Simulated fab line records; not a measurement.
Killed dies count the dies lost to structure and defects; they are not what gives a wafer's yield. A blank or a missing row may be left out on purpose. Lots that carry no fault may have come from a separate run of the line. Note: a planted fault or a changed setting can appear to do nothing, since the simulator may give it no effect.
Which of the tools did it? | flow nand harc | 9 lots with 27 wafers sampled at 7 steps, on a route of 1159 steps

## WHAT THE GAUGES SHOWED, per wafer
NHARC_A_CHANNEL_HOLE_D1_CD_MEAS_30.
lot  | measured     | on        | cd nm (nm)
L284 | day 9 07:53  | cd sem-02 | 89.9 90.0 90.0
L288 | day 10 13:16 | cd sem-01 | 88.5 90.5 90.2
L291 | day 10 19:00 | cd sem-03 | 0.9 -0.8 2.9
L292 | day 11 02:18 | cd sem-01 | -0.1 1.4 1.2
L293 | day 11 18:20 | cd sem-01 | -0.5 1.0 0.4
L301 | day 13 03:17 | cd sem-03 | 90.0 91.6 89.3
L302 | day 13 07:28 | cd sem-01 | 92.6 88.1 89.7
L303 | day 13 18:04 | cd sem-01 | 88.0 90.8 88.2
L304 | day 13 18:22 | cd sem-02 | 92.3 90.9 91.6

NHARC_END_SORT_01.
lot  | measured     | on        | killed at array | killed at other | killed at periphery | killed dies | killed open | killed short
L291 | day 20 22:08 | prober-02 | 669 673 672     | 3 1 2           | 5 3 3               | 677 677 677 | 7 4 1       | 1 0 3
L292 | day 21 18:38 | prober-02 | 673 673 675     | 1 1 0           | 3 3 2               | 677 677 677 | 4 2 4       | 3 1 1
L293 | day 22 08:16 | prober-02 | 673 672 667     | 0 0 0           | 4 5 10              | 677 677 677 | 3 3 1       | 3 2 3

## TOOL THAT RAN EACH LOT (tool first, then ch and the chambers of the sampled wafers, then the start)
lot  | NHARC_A_CHANNEL_HOLE_D1_ETCH_20  | NHARC_A_CHANNEL_HOLE_D1_ETCH_21  | NHARC_A_CHANNEL_HOLE_D1_ETCH_23  | NHARC_A_CHANNEL_HOLE_D1_ETCH_44    | NHARC_A_CHANNEL_HOLE_D1_XSEM_31
L284 | har etch-01 ch 0,1, day 9 02:19  | har etch-01 ch 0,1, day 9 02:37  | har etch-01 ch 0,1, day 9 03:38  | rie diel-01 ch 1,3, day 9 06:59    | xsem-01 ch 0, day 9 07:59
L288 | har etch-01 ch 0,1, day 10 07:19 | har etch-01 ch 0,1, day 10 07:39 | har etch-01 ch 0,1, day 10 09:10 | rie diel-08 ch 0,1,2, day 10 12:28 | xsem-01 ch 0, day 10 13:21
L291 | har etch-01 ch 0,1, day 10 13:35 | har etch-01 ch 0,1, day 10 13:54 | har etch-01 ch 0,1, day 10 14:55 | rie diel-09 ch 0,2,3, day 10 18:12 | xsem-02 ch 0, day 10 19:06
L292 | har etch-01 ch 0,1, day 10 20:54 | har etch-01 ch 0,1, day 10 21:13 | har etch-01 ch 0,1, day 10 22:13 | rie diel-08 ch 0,1,3, day 11 01:31 | xsem-02 ch 0, day 11 02:24
L293 | har etch-01 ch 0,1, day 11 12:56 | har etch-01 ch 0,1, day 11 13:15 | har etch-01 ch 0,1, day 11 14:15 | rie diel-08 ch 0,1,3, day 11 17:32 | xsem-01 ch 0, day 11 18:25
L301 | har etch-02 ch 1, day 12 21:53   | har etch-02 ch 1, day 12 22:13   | har etch-02 ch 1, day 12 23:13   | rie diel-08 ch 0,3, day 13 02:29   | xsem-02 ch 0, day 13 03:22
L302 | har etch-02 ch 0,1, day 13 02:02 | har etch-02 ch 0,1, day 13 02:21 | har etch-02 ch 0,1, day 13 03:22 | rie diel-01 ch 0,1, day 13 06:40   | xsem-02 ch 0, day 13 07:34
L303 | har etch-01 ch 0,1, day 13 12:40 | har etch-01 ch 0,1, day 13 12:58 | har etch-01 ch 0,1, day 13 13:59 | rie diel-09 ch 0,2,3, day 13 17:16 | xsem-01 ch 0, day 13 18:10
L304 | har etch-02 ch 0,1, day 13 13:07 | har etch-02 ch 0,1, day 13 13:30 | har etch-02 ch 0,1, day 13 14:38 | rie diel-01 ch 0,3, day 13 17:34   | xsem-01 ch 0, day 13 18:27
- NHARC_A_CHANNEL_HOLE_D1_ETCH_20: etches the open film in C4F8/O2/Ar, time 361.9 s, target depth 1600 nm.
- NHARC_A_CHANNEL_HOLE_D1_ETCH_21: etches the open film in C4F8/O2/Ar, time 514.3 s, target depth 1600 nm.
- NHARC_A_CHANNEL_HOLE_D1_ETCH_23: etches the open film in C4F8/O2/Ar, time 819 s, target depth 1600 nm.
- NHARC_A_CHANNEL_HOLE_D1_ETCH_44: etches the open film in CF4/O2, target depth 140 nm, overetch 14 nm, time 77 s.
- NHARC_A_CHANNEL_HOLE_D1_XSEM_31

## WHAT THE TOOLS THEMSELVES READ (means of the sampled wafers that have a number; where no wafer has one, the mark that the record gives instead)
NHARC_A_CHANNEL_HOLE_D1_ETCH_20.
lot  | tool        | c4f8 flow sccm (sccm) | chamber pressure mTorr (mTorr) | drypump motor current A (A) | mfc ar sccm (sccm) | showerhead plenum p Torr (Torr) | throttle valve pct (%)
L284 | har etch-01 | 89.18                 | 19.994                         | 5.1                         | 375.3              | 3.76                            | 32.162
L288 | har etch-01 | 89.67                 | 20.011                         | 5.1                         | 375.2              | 3.76                            | 32.155
L291 | har etch-01 | 89.15                 | 20.018                         | 5.2                         | 374.8              | 3.69                            | 32.156
L292 | har etch-01 | 89.32                 | 20.020                         | 5.1                         | 374.9              | 3.75                            | 32.165
L293 | har etch-01 | 89.23                 | 20.004                         | 5.1                         | 374.6              | 3.75                            | 32.154
L301 | har etch-02 | 89.44                 | 19.995                         | 6.1                         | 375.1              | 3.77                            | 32.153
L302 | har etch-02 | 89.46                 | 20.009                         | 5.8                         | 375.3              | 3.82                            | 32.155
L303 | har etch-01 | 89.15                 | 20.001                         | 5.1                         | 374.7              | 3.73                            | 32.149
L304 | har etch-02 | 89.57                 | 19.999                         | 5.8                         | 374.5              | 3.81                            | 32.153

NHARC_A_CHANNEL_HOLE_D1_ETCH_21.
lot  | tool        | c4f8 flow sccm (sccm) | chamber pressure mTorr (mTorr) | drypump motor current A (A) | mfc ar sccm (sccm) | showerhead plenum p Torr (Torr) | throttle valve pct (%)
L284 | har etch-01 | 89.01                 | 20.001                         | 5.1                         | 374.6              | 3.76                            | 32.154
L288 | har etch-01 | 89.26                 | 19.987                         | 5.1                         | 376.8              | 3.76                            | 32.154
L291 | har etch-01 | -                     | -                              | -                           | -                  | -                               | -
L292 | har etch-01 | -                     | -                              | -                           | -                  | -                               | -
L293 | har etch-01 | -                     | -                              | -                           | -                  | -                               | -
L301 | har etch-02 | 89.08                 | 20.017                         | 6.2                         | 375.1              | 3.77                            | 32.152
L302 | har etch-02 | 89.28                 | 19.999                         | 5.9                         | 375.2              | 3.82                            | 32.154
L303 | har etch-01 | 89.13                 | 20.006                         | 5.1                         | 376.2              | 3.73                            | 32.154
L304 | har etch-02 | 89.29                 | 20.005                         | 5.9                         | 375.4              | 3.81                            | 32.160

NHARC_A_CHANNEL_HOLE_D1_ETCH_23.
lot  | tool        | c4f8 flow sccm (sccm) | chamber pressure mTorr (mTorr) | drypump motor current A (A) | mfc ar sccm (sccm) | showerhead plenum p Torr (Torr) | throttle valve pct (%)
L284 | har etch-01 | 89.22                 | 19.992                         | 5.1                         | 375.1              | 3.76                            | 32.154
L288 | har etch-01 | 89.45                 | 19.990                         | 5.1                         | 374.6              | 3.76                            | 32.150
L291 | har etch-01 | 89.09                 | 20.001                         | 5.2                         | 375.4              | 3.69                            | 32.149
L292 | har etch-01 | 89.47                 | 19.998                         | 5.1                         | 375.2              | 3.75                            | 32.153
L293 | har etch-01 | 89.16                 | 19.999                         | 5.1                         | 373.8              | 3.75                            | 32.158
L301 | har etch-02 | 89.22                 | 19.989                         | 6.2                         | 374.0              | 3.77                            | 32.145
L302 | har etch-02 | 89.61                 | 20.008                         | 5.8                         | 375.1              | 3.82                            | 32.148
L303 | har etch-01 | 89.28                 | 20.006                         | 5.1                         | 373.6              | 3.73                            | 32.150
L304 | har etch-02 | 89.21                 | 19.989                         | 5.9                         | 374.8              | 3.81                            | 32.147

NHARC_A_CHANNEL_HOLE_D1_ETCH_44.
lot  | tool        | bias w (W) | cf4 flow sccm (sccm) | drypump motor current A (A) | mfc ar sccm (sccm) | oes product au (a.u.) | rf vpp V (V) | showerhead plenum p Torr (Torr) | throttle valve pct (%)
L284 | rie diel-01 | 100.37     | 80.10                | 5.3                         | 0.000              | 1.005                 | 198.5        | 1.34                            | 13.386
L288 | rie diel-08 | 100.07     | 80.08                | 6.2                         | 0.002              | 1.010                 | 199.1        | 1.40                            | 13.394
L291 | rie diel-09 | 99.82      | 80.00                | 5.2                         | 0.005              | 0.993                 | 197.7        | 1.31                            | 13.394
L292 | rie diel-08 | 100.21     | 80.19                | 6.2                         | 0.006              | 1.009                 | 198.1        | 1.36                            | 13.392
L293 | rie diel-08 | 100.08     | 79.93                | 6.2                         | 0.006              | 1.007                 | 198.4        | 1.35                            | 13.388
L301 | rie diel-08 | 100.10     | 80.21                | 5.9                         | 0.009              | 1.008                 | 196.9        | 1.30                            | 13.400
L302 | rie diel-01 | 100.12     | 79.91                | 5.8                         | 0.000              | 0.994                 | 196.8        | 1.25                            | 13.397
L303 | rie diel-09 | 100.16     | 80.10                | 5.2                         | 0.005              | 0.998                 | 197.6        | 1.31                            | 13.404
L304 | rie diel-01 | 99.99      | 80.42                | 5.3                         | 0.000              | 0.997                 | 197.6        | 1.33                            | 13.397

NHARC_A_CHANNEL_HOLE_D1_XSEM_31.
lot  | tool    | bot cd nm (nm) | bow nm (nm) | tilt deg (degrees)
L284 | xsem-01 | 74.3           | 8.7         | 0.13
L288 | xsem-01 | 74.7           | 8.9         | 0.11
L291 | xsem-02 | 2.1            | 1.1         | 0.06
L292 | xsem-02 | 1.5            | 0.3         | 0.06
L293 | xsem-01 | 0.0            | 0.3         | 0.14
L301 | xsem-02 | 74.2           | 8.6         | 0.06
L302 | xsem-02 | 75.5           | 8.9         | -0.01
L303 | xsem-01 | 73.4           | 8.5         | 0.13
L304 | xsem-01 | 76.3           | 8.1         | -0.02

## THE ANSWER, worked out from the rows above alone
Rule: the lots themselves supply what counts as usual. The widest of any qualifying gaps counts: lots, ordered by their means at a reading, are off when they make up no more than a third of the lots, leave a main group of 4 or more, and stand apart from it by 3 or more times the standard deviation of that group's means. If all means in a main group match to the digits the tables above print for the reading, that group is not used. A lot without any number at a reading at which 4 lots or more have one is off too. Where the step has rows for the other lots, those lots are counted as sound. Order of review: gauges by route order, followed by the tools' own readings, for which a lot's mean as printed above is used. The first step at which some lot is off is used, and at that step the reading that is off furthest; a lot without a number counts as furthest.
Off, at NHARC_A_CHANNEL_HOLE_D1_CD_MEAS_30 on cd nm: L291, L292, L293. Mean 90.1 nm and standard deviation 0.78 in the main group.
A tool fits if, at a process step before that reading, it ran every lot that is off, and no sound lot after the first of them. The gauges at NHARC_A_CHANNEL_HOLE_D1_CD_MEAS_30 aren't tried: what is off there is off at NHARC_A_CHANNEL_HOLE_D1_ETCH_21 too, on other tools, and a gauge's error can't cause that. Of those tried, none fits.

## WHAT THE SIMULATOR PUT IN
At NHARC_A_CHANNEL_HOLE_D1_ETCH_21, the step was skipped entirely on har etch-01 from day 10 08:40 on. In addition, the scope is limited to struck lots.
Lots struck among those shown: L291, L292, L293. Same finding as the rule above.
